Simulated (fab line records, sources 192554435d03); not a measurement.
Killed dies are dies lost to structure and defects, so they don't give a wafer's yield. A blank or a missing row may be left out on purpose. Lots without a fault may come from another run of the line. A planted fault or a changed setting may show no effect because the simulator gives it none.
A struck lot beside a sound one | flow n5_finfet | 20 steps out of a route of 1938
Sound: wafers L878.2, L878.5, L878.6. Struck: wafers L883.1, L883.2, L883.4. The cause comes at the end.
At each step with rows: each side's tool, then ch and its chambers, then its first start. Under that, the readings that differ: sound wafers | struck wafers | difference of the means | sigmas: that difference in standard deviations of wafers without a fault.
alike: readings whose means differ by less than 2 such deviations, and words and numbers that are the same on both sides. not compared: withheld readings, readings that some wafer has no value for, bounds like >300 that may hide the same value, and numbers for which the record gives no deviation and whose values overlap.
The two part at a step that has a row with sigmas, a row that says differs or no value, or rows on one side only. Numbers that don't overlap but have no deviation are shown without sigmas and don't part them. A reading that every wafer of one side lacks parts them only if that side has two wafers or more.

first, 2 steps without rows for these wafers: N5_DUMMY_GATE_SRD_26 (time 30 s); N5_DUMMY_GATE_UV_OZONE_45 (time 120 s).
N5_DUMMY_GATE_INSPECT_27: inspects for defects (brightfield).
  sound on defect_inspect-02, day 4 23:14; struck on defect_inspect-02, day 6 06:57
  alike: raw_defect_count
N5_SPACER0_ALD_07: deposits SiNx, target thk 2 nm.
  sound on ald_sin-01 ch 0,2,3, day 4 23:16; struck on ald_sin-03 ch 0,1,3, day 6 06:59
  alike: heater_power_w
N5_SPACER0_ALD_00: deposits SiOCN, target thk 3.5 nm, pulse time 3 s, purge time 2 s.
  sound on ald_sin-01 ch 0,2,3, day 4 23:25; struck on ald_sin-03 ch 0,1,3, day 6 07:08
  alike: heater_power_w, precursor_pulse_height_rel
N5_SPACER0_ALD_08: deposits SiNx, target thk 2 nm.
  sound on ald_sin-01 ch 0,2,3, day 4 23:41; struck on ald_sin-03 ch 0,1,3, day 6 07:24
  alike: heater_power_w
N5_SPACER0_INSPECT_04: inspects for defects (darkfield).
  sound on defect_inspect-01, day 4 23:50; struck on defect_inspect-02, day 6 07:34
  alike: raw_defect_count
then, 5 steps without rows for these wafers: N5_SD_EPI_N_COAT_32 (time 60 s, resist thk 350 nm); N5_SD_EPI_N_COAT_33 (time 60 s, resist thk 35 nm); N5_SD_EPI_N_COAT_03 (resist thk 150 nm); N5_SD_EPI_N_EBR_05; N5_SD_EPI_N_SOFTBAKE_04 (time 60 s).
N5_SD_EPI_N_EXPOSE_06: exposes mask SD N BLK, target cd 120 nm.
  sound on arfi_scanner-03 ch 0, day 5 00:07; struck on arfi_scanner-03 ch 0, day 6 07:43
  reading                          | sound       | struck   | difference | sigmas
  model.SD_EPI_N.overlay_x_nm (nm) | 0.4 0.4 0.4 | 11 11 11 | +11        |
  alike: mask, exposure_dose_mJ_cm2, stage_vel_mm_s
then, 2 steps without rows for these wafers: N5_SD_EPI_N_PEB_07 (peb time 60 s); N5_SD_EPI_N_DEVELOP_08 (develop time 30 s).
N5_SD_EPI_N_CD_MEAS_09: target cd 120 nm.
  sound on cd_sem-03 ch 0, day 5 00:14; struck on cd_sem-01 ch 0, day 6 07:50
  alike: cd_nm
N5_SD_EPI_N_OVL_MEAS_10:
  sound on overlay-02 ch 0, day 5 00:16; struck on overlay-02 ch 0, day 6 07:52
  reading           | sound        | struck         | difference | sigmas
  SD_N_BLK_OVL (nm) | 0.7 -0.5 0.8 | 11.6 10.5 11.1 | +10.7      | +14
N5_SD_EPI_N_INSPECT_11: inspects for defects (macro).
  sound on defect_inspect-02, day 5 00:17; struck on defect_inspect-01, day 6 07:53
  alike: raw_defect_count
-- the record jumps here: 5 days lie between the struck wafers' starts before and after (it left off in module SD_EPI_N and takes up again in module BEOL_M4, whose first step shown is number 1111 of the route) --
N5_BEOL_M4_RC_MEAS_101:
  sound on prober-01 ch 0, day 10 11:29; struck on prober-01 ch 0, day 11 16:17
  alike: DIBL_N, DIBL_P, IOFF_N, IOFF_P, ION_N, ION_P, SS_N, SS_P, VT_N, VT_P
N5_PASSIVATION_PROBE_49:
  the record has rows for the sound wafers here (prober-01, day 14 20:41) and none for the struck ones

WHERE THEY PART
First at N5_SD_EPI_N_OVL_MEAS_10; last, within this record, at N5_PASSIVATION_PROBE_49.

WHY: what the simulator had put in
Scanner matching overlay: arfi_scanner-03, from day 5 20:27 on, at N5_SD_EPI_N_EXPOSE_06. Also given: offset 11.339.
